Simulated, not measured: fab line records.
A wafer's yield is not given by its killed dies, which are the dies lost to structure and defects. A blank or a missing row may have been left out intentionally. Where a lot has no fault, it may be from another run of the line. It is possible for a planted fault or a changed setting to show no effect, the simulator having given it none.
Chamber matching    flow nand-harc    rie-diel-03 running NHARC_P_M1_STRIP_18: 4 sister chambers
The step strips in N2/H2. 8 wafers are shown with their chamber, then 12 later ones without.

WAFERS, EACH WITH ITS CHAMBER
wafer   chamber  drypump-motor-current-A (A)  oes-product-au (a.u.)
L085.6  3        5.4                          1.023
L086.4  0        5.7                          1.003
L087.4  0        5.7                          1.017
L089.3  3        5.5                          1.018
L089.4  1        5.9                          1.006
L091.3  2        6.6                          0.997
L091.5  2        6.6                          0.992
L091.6  1        5.9                          1.000

WAFERS MISSING THEIR CHAMBER
wafer   drypump-motor-current-A (A)  oes-product-au (a.u.)
L093.1  5.5                          0.980
L093.4  5.7                          1.009
L093.6  5.7                          1.016
L095.1  6.6                          1.012
L095.4  5.9                          1.000
L095.5  5.9                          1.007
L096.2  5.7                          1.015
L096.3  5.4                          0.983
L096.4  5.9                          1.008
L097.1  6.6                          0.996
L097.3  5.9                          0.993
L097.6  5.7                          1.011

EACH ONE'S CHAMBER
wafer   from the rows above      in truth
L093.1  can't be placed: 3 or 0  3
L093.4  0                        0
L093.6  0                        0
L095.1  2                        2
L095.4  1                        1
L095.5  1                        1
L096.2  0                        0
L096.3  3                        3
L096.4  1                        1
L097.1  2                        2
L097.3  1                        1
L097.6  0                        0
11 of 12 placed correctly. Can't be placed from these rows: 1 (the true chamber is among the candidates in 1). Placed wrongly: 0.
How it was worked out, from the rows above alone: a wafer's distance from a chamber is the root of the sum, over the readings, of the square of ((its reading less the chamber's mean) divided by the reading's scatter). If the next closest chamber is less than 2 further off than the closest, the wafer can't be placed; otherwise it belongs to the closest. Each chamber's mean is taken over the wafers shown for it. The scatter is the square root of a quotient: the sum, over the shown wafers, of each reading's squared deviation from its chamber's mean, divided by wafers minus chambers.
